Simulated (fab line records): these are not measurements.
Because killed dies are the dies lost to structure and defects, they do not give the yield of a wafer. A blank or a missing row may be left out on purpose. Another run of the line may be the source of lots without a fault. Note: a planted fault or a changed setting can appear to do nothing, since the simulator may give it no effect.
Chamber matching ; flow n5Finfet ; N5_MOL_CONTACT_COAG_VIA_ETCH_117 on rieDiel-04 has 4 sister chambers
The step etches SiO2 in C4F6/O2, target depth 40 nm, overetch 8 nm, time 26 s. 16 wafers are shown with their chamber, then 8 later ones without.

## WAFERS PAIRED WITH THEIR CHAMBERS
wafer;chamber;rfVppV (V);drypumpMotorCurrentA (A);showerheadPlenumPTorr (Torr)
L075.1;2;1675;5.7;2.95
L075.2;0;1627;6.0;2.95
L075.5;0;1629;6.0;2.95
L076.3;2;1677;5.7;2.95
L076.5;3;1563;5.1;2.91
L076.6;2;1675;5.7;2.95
L078.2;3;1562;5.0;2.91
L078.3;2;1678;5.7;2.95
L078.4;0;1627;6.0;2.95
L079.2;1;1564;5.6;2.72
L079.3;2;1677;5.7;2.95
L079.6;0;1628;6.0;2.95
L085.1;2;1675;5.7;2.94
L085.4;1;1562;5.6;2.71
L085.5;2;1676;5.7;2.94
L094.1;3;1563;5.0;2.90

SIGNATURES, as means of the wafers listed above
reading;chamber 0;chamber 1;chamber 2;chamber 3;scatter within a chamber
rfVppV;1627.75;1563.00;1676.14;1562.67;1.09
drypumpMotorCurrentA;6.000;5.600;5.700;5.033;0.0236
showerheadPlenumPTorr;2.9500;2.7150;2.9471;2.9067;0.00465
Rule: for each reading, subtract the chamber's mean from the wafer's reading, divide by that reading's scatter and square the result; add these up over the readings and take the root, which gives the wafer's distance from the chamber. If the next closest chamber is less than 2 further off than the closest, the wafer can't be placed; otherwise it belongs to the closest. The scatter is the square root of a quotient: the sum, over the shown wafers, of each reading's squared deviation from its chamber's mean, divided by wafers minus chambers.

## WAFERS MISSING THEIR CHAMBER
wafer;rfVppV (V);drypumpMotorCurrentA (A);showerheadPlenumPTorr (Torr)
L094.5;1588;5.6;3.05
L094.6;1626;6.0;2.93
L095.1;1627;6.0;2.93
L095.2;1589;5.6;3.05
L095.5;1588;5.6;3.05
L096.2;1588;5.6;3.05
L096.4;1627;6.0;2.93
L096.6;1561;5.1;2.89

## CHAMBER TAKEN BY EACH
wafer;from the rows above;in truth
L094.5;can't be placed: 3 or 0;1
L094.6;0;0
L095.1;0;0
L095.2;can't be placed: 0 or 3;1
L095.5;can't be placed: 3 or 0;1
L096.2;can't be placed: 3 or 0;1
L096.4;0;0
L096.6;3;3
4 of 8 placed correctly. Cannot be placed on the basis of these rows: 4; the candidates contain the true chamber in 0. Placed wrongly: 0.
